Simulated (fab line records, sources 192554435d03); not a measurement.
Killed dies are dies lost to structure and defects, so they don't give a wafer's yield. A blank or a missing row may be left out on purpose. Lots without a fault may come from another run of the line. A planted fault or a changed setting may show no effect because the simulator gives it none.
fab line records | flow n5_finfet
record lots=24 wafers=72 last_day=24
route steps=1938 shown BEOL_M12@1634 BEOL_M13@1679
lots that met no fault: from a run of the same line without faults
start_h: hours from the record's first day to the start of the lot's first wafer shown | wait_h: hours since the lot's step before | " the same as in the row above | L1.1+2: a row that stands for several wafers | - no value, or no start given | * or withheld: withheld | < > ~ a bound
route shown NAME@n: a module of which the file shows steps, and the number in the route of the first | usual: mean/standard deviation of fault-free wafers | same: alike in all rows | chamber/n: place in a boat | sites: the reading at each site | _std_site: their standard deviation | _edge_site: outer sites' mean less inner sites' | radius_mm: how far each site lies from the wafer's centre | mask NAME#n: copy n | behind: the tool/chamber that last shaped the wafer | hold: why the lot was held/for how many hours/how that ended | device: the transistor (n, p or np) that didn't switch | end of line: the same wafers' tests at the end of the route | a step without rows: its recipe alone | killed: dies lost to structure and defects at the first sort, not the wafer's yield | map: a wafer's dies, x killed, . not, _ none there
set.NAME: the setting as run; set.NAME@STEP: as run at that earlier step | model.NAME: the simulator's own value behind a step, which no gauge read
steps of the route over a sample of lots; a table a step, a row a wafer
services: from which hour (start_h, from the record's first day; less than 0 if before it) a tool's chamber was out of use, for how many hours, and why
## steps
# step N5_BEOL_M12_INSPECT_30
# recipe mode=adi inspect_instrument=macro
# usual raw_defect_count=2.1/1.4
# columns lot.wafer tool chamber start_h wait_h raw_defect_count
L075.1 defect_inspect-01 - 367.46 0.0 3
L075.4 " - " " 2
L075.6 " - " " 4
L078.2 defect_inspect-02 - 374.85 0.0 2
L078.4 " - " " 3
L078.6 " - " " 1
L077.2 defect_inspect-01 - 398.90 0.0 1
L077.3 " - " " 3
L077.6 " - " " 3
L079.1 defect_inspect-01 - 421.02 0.0 1
L079.2 " - " " 1
L079.3 " - " " 3
L074.2 defect_inspect-01 - 423.03 0.0 2
L074.4 " - " " 3
L074.5 " - " " 5
L080.1 defect_inspect-01 - 429.91 0.0 3
L080.5 " - " " 1
L080.6 " - " " 4
L084.1 defect_inspect-01 - 430.31 0.0 3
L084.2 " - " " 0
L084.3 " - " " 1
L076.2 defect_inspect-02 - 453.22 0.0 1
L076.4 " - " " 1
L076.6 " - " " 4
L081.2 defect_inspect-01 - 465.98 0.0 2
L081.3 " - " " 4
L081.5 " - " " 1
L083.1 defect_inspect-02 - 466.41 0.0 2
L083.3 " - " " 1
L083.4 " - " " 0
L082.1 defect_inspect-02 - 469.76 0.0 5
L082.5 " - " " 2
L082.6 " - " " 3
L085.1 defect_inspect-02 - 472.20 0.0 3
L085.4 " - " " 1
L085.5 " - " " 2
L087.2 defect_inspect-01 - 478.13 0.0 7
L087.4 " - " " 0
L087.6 " - " " 2
L091.2 defect_inspect-02 - 479.61 0.0 2
L091.4 " - " " 1
L091.5 " - " " 0
L086.2 defect_inspect-01 - 479.64 0.0 2
L086.3 " - " " 4
L086.4 " - " " 2
L090.2 defect_inspect-02 - 479.68 0.0 1
L090.5 " - " " 2
L090.6 " - " " 3
L088.3 defect_inspect-02 - 481.31 0.0 3
L088.4 " - " " 0
L088.5 " - " " 2
L089.2 defect_inspect-01 - 486.42 0.0 3
L089.4 " - " " 0
L089.5 " - " " 3
L092.2 defect_inspect-01 - 502.69 0.0 2
L092.3 " - " " 2
L092.4 " - " " 2
L093.2 defect_inspect-02 - 503.39 0.0 4
L093.3 " - " " 1
L093.4 " - " " 2
L095.4 defect_inspect-02 - 505.01 0.0 2
L095.5 " - " " 4
L095.6 " - " " 6
L094.3 defect_inspect-01 - 523.76 0.0 2
L094.4 " - " " 0
L094.6 " - " " 1
L096.1 defect_inspect-01 - 532.13 0.0 1
L096.2 " - " " 1
L096.6 " - " " 1
L097.1 defect_inspect-01 - 533.40 0.0 2
L097.4 " - " " 3
L097.6 " - " " 2
# step N5_BEOL_M12_STRIP_37
# recipe chemistry=N2/H2 power_w=1000 temp_c=250 h2_frac=0.65 overash_fraction=0.3 pressure_mtorr=withheld n2_flow_sccm=1750 h2_flow_sccm=3250
# usual drypump_motor_current_A=5.8/0.36 heater_power_w=363/22 oes_product_au=0.791/0.01
# columns lot.wafer tool chamber start_h wait_h drypump_motor_current_A heater_power_w oes_product_au rf_hours_counter_h
L075.1 plasma_asher-01 1 368.05 0.0 5.9 333 0.806 89
L075.4 " 1 " " 5.9 335 0.795 -
L075.6 " 0 " " 6.2 344 0.782 -
L078.2 plasma_asher-01 0 375.44 0.0 6.2 330 0.798 91
L078.4 " 0 " " 6.2 344 0.829 -
L078.6 " 1 " " 5.8 338 0.784 -
L077.2 plasma_asher-01 1 399.49 0.0 5.8 337 0.792 96
L077.3 " 0 " " 6.2 341 0.772 -
L077.6 " 0 " " 6.2 338 0.801 -
L079.1 plasma_asher-02 1 421.68 0.0 5.9 358 0.787 151
L079.2 " 0 " " 5.2 389 0.789 151
L079.3 " 0 " " 5.3 394 0.791 -
L074.2 plasma_asher-02 1 423.63 0.0 5.9 355 0.784 151
L074.4 " 0 " " 5.3 398 0.785 -
L074.5 " 1 " " 5.9 345 0.796 -
L080.1 plasma_asher-01 1 430.51 0.0 5.9 339 0.789 100
L080.5 " 1 " " 5.8 347 0.799 -
L080.6 " 0 " " 6.2 345 0.782 -
L084.1 plasma_asher-01 0 431.10 0.0 6.2 344 0.802 100
L084.2 " 1 " " 5.9 333 0.800 100
L084.3 " 0 " " 6.2 338 0.790 -
L076.2 plasma_asher-01 0 453.93 0.0 6.2 335 0.789 104
L076.4 " 1 " " 5.8 344 0.770 -
L076.6 " 1 " " 5.9 343 0.785 -
L081.2 plasma_asher-02 1 466.57 0.0 5.9 369 0.781 158
L081.3 " 1 " " 5.9 363 0.782 -
L081.5 " 1 " " 5.9 363 0.791 -
L083.1 plasma_asher-02 0 467.21 0.0 5.3 393 0.785 158
L083.3 " 1 " " 5.9 360 0.812 -
L083.4 " 0 " " 5.2 394 0.797 -
L082.1 plasma_asher-02 0 470.35 0.0 5.2 397 0.799 158
L082.5 " 1 " " 5.9 364 0.793 -
L082.6 " 0 " " 5.3 394 0.811 -
L085.1 plasma_asher-02 0 472.79 0.0 5.3 384 0.798 159
L085.4 " 1 " " 5.9 365 0.786 -
L085.5 " 0 " " 5.3 398 0.806 -
L087.2 plasma_asher-01 0 479.00 0.0 6.2 343 0.787 108
L087.4 " 1 " " 5.9 342 0.796 -
L087.6 " 0 " " 6.2 350 0.794 -
L091.2 plasma_asher-02 0 480.20 0.0 5.3 402 0.790 161
L091.4 " 1 " " 5.9 366 0.799 -
L091.5 " 0 " " 5.3 408 0.790 -
L086.2 plasma_asher-01 1 480.23 0.0 5.9 338 0.800 109
L086.3 " 0 " " 6.2 354 0.810 -
L086.4 " 1 " " 5.9 344 0.787 -
L090.2 plasma_asher-02 1 480.27 0.0 5.9 361 0.763 162
L090.5 " 0 " " 5.2 400 0.784 -
L090.6 " 1 " " 5.9 361 0.792 -
L088.3 plasma_asher-02 1 482.07 0.1 5.9 361 0.779 -
L088.4 " 0 " " 5.3 403 0.793 -
L088.5 " 0 " " 5.3 398 0.783 -
L089.2 plasma_asher-02 0 487.01 0.0 5.2 388 0.790 163
L089.4 " 1 " " 5.9 363 0.778 -
L089.5 " 0 " " 5.3 397 0.788 -
L092.2 plasma_asher-02 0 503.39 0.1 5.2 404 0.810 166
L092.3 " 1 " " 5.9 357 0.793 -
L092.4 " 0 " " 5.2 392 0.787 -
L093.2 plasma_asher-02 0 504.26 0.0 5.3 392 0.794 167
L093.3 " 0 " " 5.3 401 0.779 -
L093.4 " 1 " " 6.0 363 0.789 -
L095.4 plasma_asher-01 1 505.86 0.1 5.9 337 0.784 -
L095.5 " 0 " " 6.2 340 0.800 -
L095.6 " 1 " " 5.9 336 0.778 -
L094.3 plasma_asher-02 0 524.40 0.1 5.3 381 0.790 -
L094.4 " 1 " " 5.9 357 0.805 -
L094.6 " 0 " " 5.2 364 0.773 -
L096.1 plasma_asher-02 1 532.73 0.0 5.9 355 0.775 5
L096.2 " 0 " " 5.3 368 0.768 5
L096.6 " 1 " " 5.9 356 0.777 -
L097.1 plasma_asher-02 0 534.03 0.0 5.3 376 0.802 5
L097.4 " 1 " " 6.0 357 0.802 -
L097.6 " 0 " " 5.3 372 0.784 -
# step N5_BEOL_M12_DEGAS_41
# recipe ambient=vacuum temp_c=250 time_s=60
# usual heater_power_w=336/33 susceptor_temp_C=250.01/0.18
# columns lot.wafer tool chamber start_h wait_h heater_power_w susceptor_temp_C
L075.1 pvd_sputter-01 - 370.43 0.4 341 250.31
L075.4 " - " " 379 249.91
L075.6 " - " " 341 250.00
L078.2 pvd_sputter-01 - 377.02 0.8 277 250.09
L078.4 " - " " 336 250.08
L078.6 " - " " 282 250.20
L077.2 pvd_sputter-02 - 403.49 0.0 328 249.99
L077.3 " - " " 368 249.98
L077.6 " - " " 333 249.74
L079.1 pvd_sputter-01 - 426.41 0.3 339 250.21
L079.2 " - " " 375 250.42
L079.3 " - " " 281 250.15
L074.2 pvd_sputter-02 - 426.52 0.2 360 249.94
L074.4 " - " " 362 250.22
L074.5 " - " " 337 249.93
L080.1 pvd_sputter-02 - 435.12 0.4 308 249.89
L080.5 " - " " 300 249.94
L080.6 " - " " 369 250.11
L084.1 pvd_sputter-01 - 437.18 1.9 372 249.95
L084.2 " - " " 276 249.85
L084.3 " - " " 339 249.98
L076.2 pvd_sputter-01 - 456.75 0.3 376 249.70
L076.4 " - " " 344 249.53
L076.6 " - " " 328 249.98
L081.2 pvd_sputter-01 - 473.18 0.3 342 249.81
L081.3 " - " " 350 250.21
L081.5 " - " " 280 250.32
L083.1 pvd_sputter-01 - 474.22 0.2 282 250.01
L083.3 " - " " 338 249.99
L083.4 " - " " 383 249.87
L082.1 pvd_sputter-01 - 474.70 0.3 326 249.63
L082.5 " - " " 329 249.83
L082.6 " - " " 376 249.82
L085.1 pvd_sputter-03 - 475.48 0.2 325 249.87
L085.4 " - " " 360 249.91
L085.5 " - " " 326 249.90
L091.2 pvd_sputter-01 - 481.86 0.8 389 250.01
L091.4 " - " " 334 250.14
L091.5 " - " " 374 249.76
L086.2 pvd_sputter-03 - 483.00 0.7 291 249.98
L086.3 " - " " 332 249.93
L086.4 " - " " 351 250.16
L087.2 pvd_sputter-01 - 483.68 0.4 370 249.90
L087.4 " - " " 346 250.05
L087.6 " - " " 287 249.93
L090.2 pvd_sputter-01 - 484.18 0.4 334 250.09
L090.5 " - " " 379 249.60
L090.6 " - " " 337 250.02
L088.3 pvd_sputter-03 - 484.22 0.3 356 250.36
L088.4 " - " " 348 250.04
L088.5 " - " " 331 250.08
L089.2 pvd_sputter-02 - 494.71 0.2 367 249.91
L089.4 " - " " 338 249.80
L089.5 " - " " 364 250.05
L092.2 pvd_sputter-01 - 504.37 0.2 340 250.13
L092.3 " - " " 379 249.88
L092.4 " - " " 341 249.96
L093.2 pvd_sputter-03 - 511.81 0.7 346 249.85
L093.3 " - " " 357 249.78
L093.4 " - " " 328 250.35
L095.4 pvd_sputter-03 - 512.83 0.2 356 250.24
L095.5 " - " " 281 250.07
L095.6 " - " " 328 249.59
L094.3 pvd_sputter-02 - 530.60 0.2 309 249.99
L094.4 " - " " 340 250.02
L094.6 " - " " 328 249.88
L096.1 pvd_sputter-02 - 535.40 0.2 301 250.12
L096.2 " - " " 360 250.28
L096.6 " - " " 338 249.89
L097.1 pvd_sputter-02 - 540.30 0.1 373 249.87
L097.4 " - " " 302 250.03
L097.6 " - " " 372 250.12
# step N5_BEOL_M12_SPUTTER_44
# recipe material=Ta target_thk_a=100 temp_c=50 bias_v=80 power_w=15000 chamber_pressure_pa=0.07 time_s=16.13
# usual substrate_temp_c=49.99/0.11 susceptor_temp_C=50.00/0.11 throttle_valve_pct=29.8/1.2
# columns lot.wafer tool chamber start_h wait_h substrate_temp_c susceptor_temp_C throttle_valve_pct
L075.1 pvd_sputter-01 - 370.59 0.0 50.09 50.16 28.7
L075.4 " - " " 49.88 49.97 28.7
L075.6 " - " " 49.97 50.11 28.7
L078.2 pvd_sputter-01 - 377.18 0.0 49.86 49.99 30.7
L078.4 " - " " 49.97 50.11 27.2
L078.6 " - " " 49.81 49.94 30.9
L077.2 pvd_sputter-02 - 403.65 0.0 49.78 50.06 30.4
L077.3 " - " " 50.09 49.87 31.0
L077.6 " - " " 49.77 49.84 30.0
L079.1 pvd_sputter-01 - 426.57 0.0 50.08 50.11 27.3
L079.2 " - " " 49.88 49.98 29.0
L079.3 " - " " 49.94 49.89 31.0
L074.2 pvd_sputter-02 - 426.68 0.0 50.04 49.97 31.3
L074.4 " - " " 50.14 49.88 30.9
L074.5 " - " " 49.92 49.82 30.4
L080.1 pvd_sputter-02 - 435.28 0.0 50.13 50.04 30.0
L080.5 " - " " 49.84 49.94 30.1
L080.6 " - " " 49.85 49.87 30.9
L084.1 pvd_sputter-01 - 437.34 0.0 50.05 49.80 29.1
L084.2 " - " " 49.85 50.14 31.2
L084.3 " - " " 49.98 50.01 27.3
L076.2 pvd_sputter-01 - 456.91 0.0 49.98 50.00 28.8
L076.4 " - " " 49.97 49.92 27.2
L076.6 " - " " 49.89 49.86 28.6
L081.2 pvd_sputter-01 - 473.34 0.0 50.05 50.12 27.4
L081.3 " - " " 50.13 50.20 28.4
L081.5 " - " " 50.07 49.83 31.1
L083.1 pvd_sputter-01 - 474.38 0.0 50.06 50.07 30.9
L083.3 " - " " 50.13 50.22 27.3
L083.4 " - " " 50.01 49.96 28.9
L082.1 pvd_sputter-01 - 474.86 0.0 50.02 49.78 28.7
L082.5 " - " " 49.90 49.81 28.7
L082.6 " - " " 50.01 50.25 29.0
L085.1 pvd_sputter-03 - 475.64 0.0 49.94 50.04 30.0
L085.4 " - " " 50.09 50.03 30.4
L085.5 " - " " 49.99 50.04 30.0
L091.2 pvd_sputter-01 - 482.02 0.0 50.12 50.06 28.8
L091.4 " - " " 50.02 49.91 28.5
L091.5 " - " " 49.97 49.95 28.7
L086.2 pvd_sputter-03 - 483.16 0.0 49.97 50.00 30.1
L086.3 " - " " 50.04 50.15 30.1
L086.4 " - " " 50.14 50.12 29.7
L087.2 pvd_sputter-01 - 483.84 0.0 49.87 49.98 28.9
L087.4 " - " " 50.02 49.97 27.4
L087.6 " - " " 49.73 50.18 31.0
L090.2 pvd_sputter-01 - 484.34 0.0 49.96 49.99 28.4
L090.5 " - " " 49.99 49.96 28.9
L090.6 " - " " 49.94 49.85 28.7
L088.3 pvd_sputter-03 - 484.38 0.0 49.95 50.02 30.0
L088.4 " - " " 49.93 50.04 31.0
L088.5 " - " " 50.02 50.20 29.7
L089.2 pvd_sputter-02 - 494.87 0.0 50.20 49.82 31.2
L089.4 " - " " 50.16 49.86 30.4
L089.5 " - " " 50.10 50.01 31.3
L092.2 pvd_sputter-01 - 504.53 0.0 50.04 50.14 27.0
L092.3 " - " " 49.86 49.98 28.9
L092.4 " - " " 49.85 50.03 28.7
L093.2 pvd_sputter-03 - 511.97 0.0 49.95 50.01 31.0
L093.3 " - " " 50.07 49.99 29.7
L093.4 " - " " 49.95 50.07 30.1
L095.4 pvd_sputter-03 - 512.99 0.0 49.80 50.20 29.8
L095.5 " - " " 50.11 49.93 29.9
L095.6 " - " " 49.84 50.03 29.7
L094.3 pvd_sputter-02 - 530.76 0.0 49.79 50.08 30.1
L094.4 " - " " 50.04 50.03 30.1
L094.6 " - " " 50.06 50.03 30.3
L096.1 pvd_sputter-02 - 535.56 0.0 49.91 50.18 30.3
L096.2 " - " " 49.92 50.12 31.2
L096.6 " - " " 49.84 50.00 30.5
L097.1 pvd_sputter-02 - 540.46 0.0 49.99 50.05 31.0
L097.4 " - " " 49.99 50.13 30.3
L097.6 " - " " 50.00 49.96 31.3
# step N5_BEOL_M12_DEP_53
# recipe material=SiCN target_thk_a=300 temp_c=withheld precursor=3MS/NH3 pressure_torr=3 rf_w=675 time_s=10.5
# usual showerhead_plenum_p_Torr=4.169/0.022 throttle_valve_pct=17.6/0.8
# columns lot.wafer tool chamber start_h wait_h showerhead_plenum_p_Torr throttle_valve_pct
L075.1 pecvd-01 2 371.58 0.0 4.178 16.8
L075.4 " 1 " " 4.200 18.0
L075.6 " 2 " " 4.180 16.5
L078.2 pecvd-02 2 378.18 0.0 4.126 18.1
L078.4 " 2 " " 4.107 18.1
L078.6 " 0 " " 4.188 18.2
L077.2 pecvd-01 0 404.65 0.0 4.165 18.6
L077.3 " 2 " " 4.173 17.0
L077.6 " 2 " " 4.171 16.9
L079.1 pecvd-02 0 427.57 0.0 4.180 18.2
L079.2 " 1 " " 4.167 16.2
L079.3 " 2 " " 4.118 18.2
L074.2 pecvd-04 0 427.84 0.0 4.173 16.7
L074.4 " 0 " " 4.168 16.7
L074.5 " 1 " " 4.169 18.0
L080.1 pecvd-01 2 436.28 0.0 4.167 16.9
L080.5 " 0 " " 4.156 18.6
L080.6 " 2 " " 4.176 17.2
L084.1 pecvd-04 2 438.35 0.0 4.141 17.2
L084.2 " 1 " " 4.170 18.1
L084.3 " 0 " " 4.169 16.8
L076.2 pecvd-01 1 457.90 0.0 4.203 16.7
L076.4 " 0 " " 4.167 18.6
L076.6 " 1 " " 4.196 16.7
L081.2 pecvd-01 0 474.35 0.0 4.170 18.5
L081.3 " 2 " " 4.186 16.8
L081.5 " 0 " " 4.169 18.5
L083.1 pecvd-01 2 475.38 0.0 4.198 17.2
L083.3 " 0 " " 4.170 18.3
L083.4 " 1 " " 4.189 16.5
L082.1 pecvd-02 1 476.19 0.0 4.172 16.5
L082.5 " 1 " " 4.171 16.5
L082.6 " 0 " " 4.177 18.6
L085.1 pecvd-02 0 477.00 0.0 4.182 18.4
L085.4 " 2 " " 4.126 18.2
L085.5 " 1 " " 4.168 16.5
L091.2 pecvd-01 0 483.95 0.0 4.176 18.8
L091.4 " 0 " " 4.170 18.3
L091.5 " 0 " " 4.166 18.4
L086.2 pecvd-01 0 484.83 0.0 4.171 18.4
L086.3 " 0 " " 4.174 18.4
L086.4 " 2 " " 4.180 16.9
L087.2 pecvd-04 1 485.50 0.0 4.174 18.0
L087.4 " 2 " " 4.143 17.4
L087.6 " 1 " " 4.175 17.9
L090.2 pecvd-01 1 486.27 0.0 4.202 16.9
L090.5 " 1 " " 4.196 16.8
L090.6 " 2 " " 4.172 17.4
L088.3 pecvd-02 0 486.41 0.0 4.182 18.4
L088.4 " 0 " " 4.188 18.7
L088.5 " 2 " " 4.125 18.2
L089.2 pecvd-02 2 497.11 0.0 4.118 18.4
L089.4 " 2 " " 4.125 18.3
L089.5 " 0 " " 4.186 18.5
L092.2 pecvd-04 0 505.89 0.0 4.159 16.8
L092.3 " 1 " " 4.177 18.1
L092.4 " 0 " " 4.180 16.7
L093.2 pecvd-04 2 512.97 0.0 4.146 17.2
L093.3 " 1 " " 4.158 18.3
L093.4 " 0 " " 4.173 17.1
L095.4 pecvd-02 1 514.46 0.0 4.182 16.3
L095.5 " 2 " " 4.103 18.3
L095.6 " 0 " " 4.189 18.3
L094.3 pecvd-04 1 532.04 0.0 4.162 18.2
L094.4 " 0 " " 4.169 16.6
L094.6 " 0 " " 4.180 16.6
L096.1 pecvd-01 2 536.82 0.0 4.177 17.2
L096.2 " 0 " " 4.162 18.6
L096.6 " 2 " " 4.166 17.3
L097.1 pecvd-01 0 541.45 0.0 4.171 18.7
L097.4 " 1 " " 4.204 17.1
L097.6 " 0 " " 4.174 18.7
# step N5_BEOL_M13_CD_MEAS_17
# recipe target_cd_nm=190 polarity=opening
# usual cd_nm=189.2/1.4
# columns lot.wafer tool chamber start_h wait_h cd_nm
L075.1 cd_sem-02 - 373.18 0.0 191.7
L075.4 " - " " 190.5
L075.6 " - " " 192.6
L078.2 cd_sem-01 - 379.61 0.0 189.7
L078.4 " - " " 189.0
L078.6 " - " " 189.5
L077.2 cd_sem-03 - 405.92 0.0 191.0
L077.3 " - " " 193.0
L077.6 " - " " 189.7
L079.1 cd_sem-03 - 428.89 0.0 190.8
L079.2 " - " " 189.8
L079.3 " - " " 191.9
L074.2 cd_sem-01 - 429.17 0.0 191.0
L074.4 " - " " 189.3
L074.5 " - " " 190.4
L080.1 cd_sem-01 - 437.48 0.0 189.9
L080.5 " - " " 190.3
L080.6 " - " " 189.3
L084.1 cd_sem-03 - 439.73 0.0 188.5
L084.2 " - " " 189.1
L084.3 " - " " 191.1
L076.2 cd_sem-03 - 459.33 0.0 190.6
L076.4 " - " " 188.9
L076.6 " - " " 188.0
L081.2 cd_sem-03 - 475.84 0.0 189.1
L081.3 " - " " 190.2
L081.5 " - " " 189.6
L083.1 cd_sem-01 - 476.58 0.0 189.0
L083.3 " - " " 187.4
L083.4 " - " " 188.2
L082.1 cd_sem-02 - 477.38 0.0 188.4
L082.5 " - " " 186.6
L082.6 " - " " 188.7
L085.1 cd_sem-03 - 478.20 0.0 190.3
L085.4 " - " " 188.3
L085.5 " - " " 188.2
L091.2 cd_sem-03 - 485.21 0.0 188.5
L091.4 " - " " 188.9
L091.5 " - " " 187.4
L086.2 cd_sem-03 - 486.18 0.0 190.2
L086.3 " - " " 190.0
L086.4 " - " " 188.6
L087.2 cd_sem-02 - 486.72 0.0 188.5
L087.4 " - " " 187.7
L087.6 " - " " 186.2
L090.2 cd_sem-02 - 487.68 0.0 188.7
L090.5 " - " " 189.2
L090.6 " - " " 189.2
L088.3 cd_sem-03 - 488.04 0.0 191.0
L088.4 " - " " 192.0
L088.5 " - " " 190.9
L089.2 cd_sem-02 - 498.60 0.0 188.9
L089.4 " - " " 188.3
L089.5 " - " " 187.4
L092.2 cd_sem-03 - 507.21 0.0 186.1
L092.3 " - " " 188.7
L092.4 " - " " 188.1
L093.2 cd_sem-03 - 514.41 0.0 189.6
L093.3 " - " " 190.4
L093.4 " - " " 188.6
L095.4 cd_sem-01 - 515.81 0.0 189.2
L095.5 " - " " 189.5
L095.6 " - " " 191.2
L094.3 cd_sem-03 - 533.24 0.0 188.2
L094.4 " - " " 190.5
L094.6 " - " " 188.7
L096.1 cd_sem-01 - 538.15 0.0 184.6
L096.2 " - " " 187.6
L096.6 " - " " 187.6
L097.1 cd_sem-01 - 542.65 0.0 186.8
L097.4 " - " " 186.9
L097.6 " - " " 187.5
## services
# columns tool chamber start_h hours kind
pecvd-02 0 345.10 2.8 repair
pecvd-01 - 345.97 2.8 pm
pecvd-01 1 391.49 6.6 repair
pecvd-01 1 398.12 - clean
pecvd-01 1 398.12 - consumable_replace:showerhead
pecvd-01 1 398.12 29.0 scheduled_down
pecvd-01 1 398.12 29.0 vent_cycle
pecvd-02 2 412.23 2.6 repair
pecvd-01 - 418.73 2.0 repair
pecvd-02 - 430.83 0.7 repair
pecvd-02 0 437.61 12.9 repair
pvd_sputter-01 - 437.89 2.9 repair
plasma_asher-02 - 438.24 1.3 repair
pecvd-01 - 439.33 0.8 pm
pvd_sputter-01 - 460.30 2.2 repair
pvd_sputter-01 - 466.61 5.2 repair
pecvd-01 1 482.76 2.1 scheduled_down
plasma_asher-02 - 505.50 9.0 pm
plasma_asher-02 0 505.50 9.0 vent_cycle
plasma_asher-02 1 505.50 9.0 vent_cycle
plasma_asher-02 0 514.50 - clean
plasma_asher-02 1 514.50 - clean
pecvd-02 2 515.43 5.5 repair
pvd_sputter-02 - 521.97 3.5 repair
## key
fault none
